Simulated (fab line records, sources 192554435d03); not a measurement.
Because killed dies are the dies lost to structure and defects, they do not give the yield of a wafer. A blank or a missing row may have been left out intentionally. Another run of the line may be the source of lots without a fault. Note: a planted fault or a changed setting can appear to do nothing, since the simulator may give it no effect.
Comparing a struck lot with a sound one -- flow n5_finfet -- 40 out of 1938 route steps
Sound: these wafers, L200.1, L200.2, L200.3. Struck: wafer L193.3 (L193.2, L193.6, from the same lot, were not struck and are left out); the cause is given at the end.
Each step with rows lists, per side, the tool, then ch with its chambers, then its first start. Under that, the readings that differ: sound wafers -- struck wafers -- difference of the means -- sigmas: that difference in standard deviations of wafers without a fault.
alike: readings whose means differ by less than 2 such deviations, and words and numbers that are the same on both sides. not compared: withheld readings, readings that some wafer has no value for, bounds like >300 that may hide the same value, and numbers for which the record gives no deviation and whose values overlap.
Wherever a step has rows on one side only, a row that says differs or no value, or a row with sigmas, the two part there. Numbers that don't overlap but have no deviation are shown without sigmas and don't part them. Lack of a reading on every wafer of one side parts them only where that side has two or more wafers.

first, 11 steps without rows for these wafers: N5_HKMG_FIN_STRIP_60 (strips in N2/H2, time 360 s); N5_HKMG_FIN_WET_ETCH_77 (etches La2O3 in dHCl, stops on HfO2, target depth 2 nm); N5_HKMG_FIN_WET_ETCH_78 (etches Al2O3 in dNH4OH, stops on La2O3, target depth 4.5 nm, rinse time 30 s); N5_HKMG_FIN_ALD_79 (deposits TiN, target thk 1.5 nm, pulse time 1 s, purge time 3 s); N5_HKMG_FIN_CVD_62 (deposits a-Si from Si2H6, target thk 3 nm, time 20.8 s); N5_HKMG_FIN_RTA_80 (time 2 s); N5_HKMG_FIN_PRECLEAN_64 (cleans in dHF, time 30 s); N5_HKMG_FIN_WET_ETCH_65 (etches a-Si in TMAH, stops on TiN, time 49 s, target depth 3 nm); N5_HKMG_FIN_WET_ETCH_81 (etches TiN in SC1, stops on HfO2, time 57 s, target depth 6 nm); N5_HKMG_FIN_WET_ETCH_82 (etches La2O3 in dHCl, stops on HfO2, target depth 2 nm, rinse time 30 s); N5_HKMG_FIN_ALD_36 (deposits TiN, target thk 1 nm, pulse time 1 s, purge time 3 s).
N5_HKMG_FIN_PWFM_ALD_03: deposits TiN, target thk 2 nm, pulse time 1 s, purge time 3 s.
  sound on ald_metal-02 ch 0,1,3, day 8 14:07; struck on ald_metal-01 ch 2, day 6 22:39
reading,sound,struck,difference,sigmas
ald_cycles,91 91 91,42,-49,
since_wet_clean_h (h),2922 2922 2922,4421,+1499,
model.TiN_of_HKMG_FIN_PWFM_ALD_03.thk_nm (nm),2 2 2,1,-1,
  alike: heater_power_w, precursor_pulse_height_rel
then, 26 steps without rows for these wafers: N5_HKMG_FIN_COAT_29 (time 60 s, resist thk 300 nm); N5_HKMG_FIN_COAT_30 (time 60 s, resist thk 35 nm); N5_HKMG_FIN_COAT_06 (resist thk 90 nm); N5_HKMG_FIN_EBR_08; N5_HKMG_FIN_SOFTBAKE_07 (time 60 s); N5_HKMG_FIN_EXPOSE_09 (exposes mask NWFM, target cd 98 nm); N5_HKMG_FIN_PEB_10 (peb time 60 s); N5_HKMG_FIN_DEVELOP_11 (develop time 30 s); N5_HKMG_FIN_DESCUM_17 (chemistry O2, time 7.9 s); N5_HKMG_FIN_ETCH_31 (etches SiARC in CF4, target depth 45.5 nm, time 75.8 s); N5_HKMG_FIN_ETCH_32 (etches SOC in N2/H2, target depth 240 nm, time 300 s); N5_HKMG_FIN_STRIP_33 (strips in N2/H2); N5_HKMG_FIN_STRIP_34 (strips in CF4); N5_HKMG_FIN_ETCH_35 (etches SOC in N2/H2, target depth 215.8 nm, time 243.4 s); N5_HKMG_FIN_STRIP_92 (strips SOC in N2/H2, time 20 s); N5_HKMG_FIN_WET_ETCH_18 (etches TiN in SC1, time 55 s, target depth 5.2 nm, rinse time 30 s); N5_HKMG_FIN_STRIP_19 (strips in N2/H2, time 360 s); N5_HKMG_FIN_ALD_91 (deposits TiN, target thk 1 nm, pulse time 1 s, purge time 3 s); N5_HKMG_FIN_COAT_85 (time 60 s, resist thk 300 nm); N5_HKMG_FIN_ETCH_86 (etches SOC in N2/H2, stops on TiN, target depth 393.2 nm); N5_HKMG_FIN_STRIP_89 (strips SOC in N2/H2, time 20 s); N5_HKMG_FIN_WET_ETCH_87 (etches TiN in SC1, time 154.2 s, target depth 4.7 nm, rinse time 30 s); N5_HKMG_FIN_STRIP_88 (strips in N2/H2, time 360 s); N5_HKMG_FIN_NWFM_ALD_20 (deposits TiAlC, target thk 2 nm, pulse time 3 s, purge time 2 s); N5_HKMG_FIN_ALD_71 (deposits TiN, target thk 1 nm, pulse time 1 s, purge time 3 s); N5_HKMG_FIN_COAT_66 (time 60 s, resist thk 300 nm).
-- here the record skips 6 days between the struck wafers' starts before and after, leaving off in module HKMG_FIN and picking up in module BEOL_M4 (first step shown: number 1111 of the route) --
N5_BEOL_M4_RC_MEAS_101:
  sound on prober-01 ch 0, day 13 19:06; struck on prober-02 ch 0, day 12 10:42
reading,sound,struck,difference,sigmas
DIBL_N (mV/V),33.9 35.0 30.1,37.2,+4.2,+2
IOFF_P (nA/um),0.16 0.18 0.12,0.03,-0.12,-3
IOFF_P_85C (nA/um),2.9 3.2 2.3,0.8,-2.0,-4
IOFF_P_LIN (nA/um),0.077 0.084 0.064,0.016,-0.059,-5
IOFF_P_LONG (nA/um),8.8e-05 9.4e-05 9.2e-05,5e-05,-4e-05,-5
ION_P (uA/um),457 455 455,383,-73,-10
SS_N (mV/dec),71.3 71.2 70.3,72.5,+1.6,+3
VT_P (mV),-256 -254 -260,-298,-41,-14
VT_P_LONG (mV),-279.2 -281.8 -280.5,-323.4,-42.9,-15
VT_P_LVT (mV),-103.3 -101.4 -106.8,-148.9,-45.1,-16
  alike: DIBL_P, IOFF_N, ION_N, SS_P, VT_N
-- record jumps: 5 days separate the struck wafers' starts on either side; left off in module BEOL_M4, taken up again in module PASSIVATION, whose first shown step is the route's number 1936 --
N5_PASSIVATION_PROBE_49:
  record: rows for the struck wafers here (prober-02, day 17 06:42), none for the sound ones

== WHERE THEY PART ==
Earliest at N5_BEOL_M4_RC_MEAS_101; latest, in this record, at N5_PASSIVATION_PROBE_49.

WHY: what had been put in by the simulator
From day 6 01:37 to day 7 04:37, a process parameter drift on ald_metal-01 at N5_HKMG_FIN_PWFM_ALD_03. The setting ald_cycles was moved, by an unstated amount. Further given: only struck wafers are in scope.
